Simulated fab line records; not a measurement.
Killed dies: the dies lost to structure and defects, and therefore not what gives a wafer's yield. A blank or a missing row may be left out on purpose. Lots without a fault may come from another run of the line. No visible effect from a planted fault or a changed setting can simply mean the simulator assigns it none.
Problem report, 8D (eight disciplines) form, completed by code ; flow nand_harc ; the parts of the form that need people (team, actions taken, sign-off) are left out

1. PROBLEM STATEMENT
Mean of killed_at_periphery at NHARC_END_SORT_01: 608.5 across 6 wafers in 2 lots; on wafers with no fault it is 3.9 (standard deviation 2.5). So: +99 or more standard deviations from the usual mean.
The first sign was on wafer L684.2 at day 28 14:19, on prober-01. The record holds 33 wafers of 11 lots with a number at this step. Rule for "out" (also "out of limits"): further than 4 standard deviations from the usual mean. The other wafers with a number count as sound.

2. WHAT IT IS, AND WHAT IT ISN'T
question;is;is not
which readings at this step;killed_at_periphery, killed_dies;killed_at_other, killed_open, killed_short
which lots;L684, L685;L675, L676, L678, L679, L687, L691, L692, L693, L694
which wafers of those lots;all that have a number;-
read on which gauges;prober-01;prober-02
when;from day 28 14:19;"up to then (12 sound wafers); but 15 sound wafers of L687, L691, L692, L693, L694 came after"

3. THE SUSPECTS, EACH WITH WHAT RULES IT OUT
Counting: a tool at any process step up to the reading remains a suspect when it ran all the lots that are out and ran no sound lot after the first of those.
- the gauge at NHARC_END_SORT_01: kept. All the wafers that are out were read on prober-01, and no step on other tools shows them out.
- rie_diel-11 at NHARC_P_ZERO_WELL_ETCH_62 (etches the open film in CHF3/Ar, target depth 13 nm, time 6.5 s): ruled out as a lasting fault. Sound lots L687, L691 ran on it after its first lot that is out, L684 (day 6 04:26). Because NHARC_P_ZERO_WELL_ETCH_62 lacks a start for some lots, the hours and order of its lots are taken from NHARC_P_ZERO_WELL_DESCUM_39.
- wet_bench-02 at NHARC_P_ZERO_WELL_STRIP_41 (strips in SPM, time 840 s): ruled out as a lasting fault. Sound lots L687, L691, L692, L693 ran on it after its first lot that is out, L684 (day 6 05:09).
- rtp_anneal-02 at NHARC_P_ZERO_WELL_RTA_42 (time 300 s): ruled out as a lasting fault. Sound lots L694 ran on it after its first lot that is out, L684 (day 6 07:02).
After counting, what remains is prober-01 at NHARC_END_SORT_01.

4. THE CAUSE (what the simulator had put in)
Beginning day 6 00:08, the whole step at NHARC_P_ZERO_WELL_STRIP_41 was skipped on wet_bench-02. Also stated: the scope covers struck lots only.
The count ruled it out by mistake, since the rule takes a fault to strike every lot its tool runs from the start of the fault on, and this one did not do so.

5. SEQUENCE OF EFFECTS, ordered by route
Each row: a reading where the mean over the struck wafers with a number is more than 3 standard deviations away from the usual. Only readings for which the record gives a usual standard deviation are gone through. hours: the time from each lot's start at the first step in this table that gives one to its start at this step, as a median over the lots. sigmas: the change in usual standard deviations.
hours;step;reading;usual;on struck wafers;change;sigmas
0;NHARC_END_SORT_01;killed_at_periphery;3.9;608.5;+604.6;+99 or more
0;NHARC_END_SORT_01;killed_dies;61;677;+616;+36
Readings that are blank on the struck wafers while sound wafers have them: bath_guard_temp_C at NHARC_P_ZERO_WELL_STRIP_41; bath_heat_duty_pct at NHARC_P_ZERO_WELL_STRIP_41.

6. HOW IT WOULD HAVE BEEN CAUGHT EARLIER
The first out-of-limits reading at a measuring or inspecting step in this record came at day 28 14:19, 542 hours after the fault's start at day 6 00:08.
At NHARC_P_ZERO_WELL_STRIP_41 the tool's readings are blank on the struck wafers, where sound wafers have them: an empty tool record is the first sign, and it was there at once.
